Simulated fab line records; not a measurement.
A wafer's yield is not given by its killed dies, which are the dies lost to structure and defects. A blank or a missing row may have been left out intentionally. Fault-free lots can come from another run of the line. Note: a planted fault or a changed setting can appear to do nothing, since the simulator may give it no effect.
Matching of chambers ; flow nand harc ; 4 sister chambers for NHARC_P_M2_ETCH_28 on rie diel-05
The step etches the open film in CF4/N2, target depth 30 nm, time 72.99 s. 14 wafers are shown with their chamber, then 7 later ones without.

## EACH WAFER AND ITS CHAMBER
wafer;chamber;showerhead plenum p Torr (Torr);drypump motor current A (A);oes product au (a.u.)
L399.2;3;2.58;6.3;1.012
L399.5;1;2.65;6.3;0.967
L399.6;2;2.72;5.7;0.987
L402.2;1;2.65;6.3;0.991
L402.3;2;2.72;5.7;0.988
L402.6;2;2.72;5.7;0.985
L404.4;3;2.58;6.3;1.008
L404.5;0;2.48;5.3;0.995
L404.6;3;2.58;6.3;1.003
L406.1;1;2.65;6.3;0.976
L406.4;3;2.58;6.3;1.008
L406.6;0;2.48;5.3;1.000
L410.2;1;2.65;6.3;0.973
L410.3;2;2.71;5.8;0.990

SIGNATURES (means of the wafers above)
reading;chamber 0;chamber 1;chamber 2;chamber 3;scatter within a chamber
showerhead plenum p Torr;2.4800;2.6500;2.7175;2.5800;0.00274
drypump motor current A;5.300;6.300;5.725;6.300;0.0274
oes product au;0.99750;0.97675;0.98750;1.00775;0.00616
Rule: for each reading, subtract the chamber's mean from the wafer's reading, divide by that reading's scatter and square the result; add these up over the readings and take the root, which gives the wafer's distance from the chamber. If the next closest chamber is less than 2 further off than the closest, the wafer can't be placed; otherwise it belongs to the closest. The scatter is the square root of a quotient: the sum, over the shown wafers, of each reading's squared deviation from its chamber's mean, divided by wafers minus chambers.

## WAFERS MISSING THEIR CHAMBER
wafer;showerhead plenum p Torr (Torr);drypump motor current A (A);oes product au (a.u.)
L410.5;2.71;5.8;1.002
L420.4;2.71;5.8;1.002
L420.5;2.48;5.3;1.014
L420.6;2.58;6.3;0.996
L421.3;2.58;6.3;0.986
L421.4;2.71;5.7;0.986
L421.5;2.65;6.3;0.964

## WHICH CHAMBER EACH ONE RAN IN
wafer;from the rows above;in truth
L410.5;2;2
L420.4;2;2
L420.5;0;0
L420.6;3;3
L421.3;3;3
L421.4;2;2
L421.5;1;1
7 of 7 placed correctly. From these rows, 0 cannot be placed. 0 placed wrongly.
